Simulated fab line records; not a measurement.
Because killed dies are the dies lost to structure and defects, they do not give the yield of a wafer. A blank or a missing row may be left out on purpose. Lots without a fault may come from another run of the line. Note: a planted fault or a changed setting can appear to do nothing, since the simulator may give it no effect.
Chamber matching :: flow nand_harc :: 3 sister chambers for NHARC_P_M0_DEP_32 on pecvd-04
The step deposits SiCN, target thk 30 nm. 3 wafers are shown with their chamber, then 8 later ones without.

WAFERS PAIRED WITH THEIR CHAMBERS
wafer: L080.1
chamber: 2
heater_power_w (W): 567

wafer: L089.3
chamber: 0
heater_power_w (W): 709

wafer: L093.4
chamber: 1
heater_power_w (W): 672

WAFERS MISSING THEIR CHAMBER
wafer: L093.5
heater_power_w (W): 661

wafer: L093.6
heater_power_w (W): 494

wafer: L092.2
heater_power_w (W): 577

wafer: L092.4
heater_power_w (W): 567

wafer: L092.5
heater_power_w (W): 694

wafer: L094.3
heater_power_w (W): 488

wafer: L094.4
heater_power_w (W): 625

wafer: L094.5
heater_power_w (W): 500

EACH ONE'S CHAMBER
wafer: L093.5
from the rows above: can't be placed: 1 or 0 or 2
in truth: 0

wafer: L093.6
from the rows above: 2
in truth: 2

wafer: L092.2
from the rows above: can't be placed: 2 or 1
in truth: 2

wafer: L092.4
from the rows above: 2
in truth: 2

wafer: L092.5
from the rows above: can't be placed: 0 or 1
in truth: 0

wafer: L094.3
from the rows above: 2
in truth: 2

wafer: L094.4
from the rows above: can't be placed: 1 or 2 or 0
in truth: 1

wafer: L094.5
from the rows above: 2
in truth: 2
Placed correctly: 4 of 8. Can't be placed from these rows: 4 (the true chamber is among the candidates in 4). Placed wrongly: 0.
How it was worked out, from the rows above alone: a wafer's distance from a chamber is the root of the sum, over the readings, of the square of ((its reading less the chamber's mean) divided by the reading's scatter). The wafer belongs to the nearest chamber; if the next one is less than 2 further off, it can't be placed. A chamber's mean is the mean of its shown wafers. The scatter: with one shown wafer a chamber, the root of the mean of the squares of how far each hidden wafer lies from its nearest shown one.
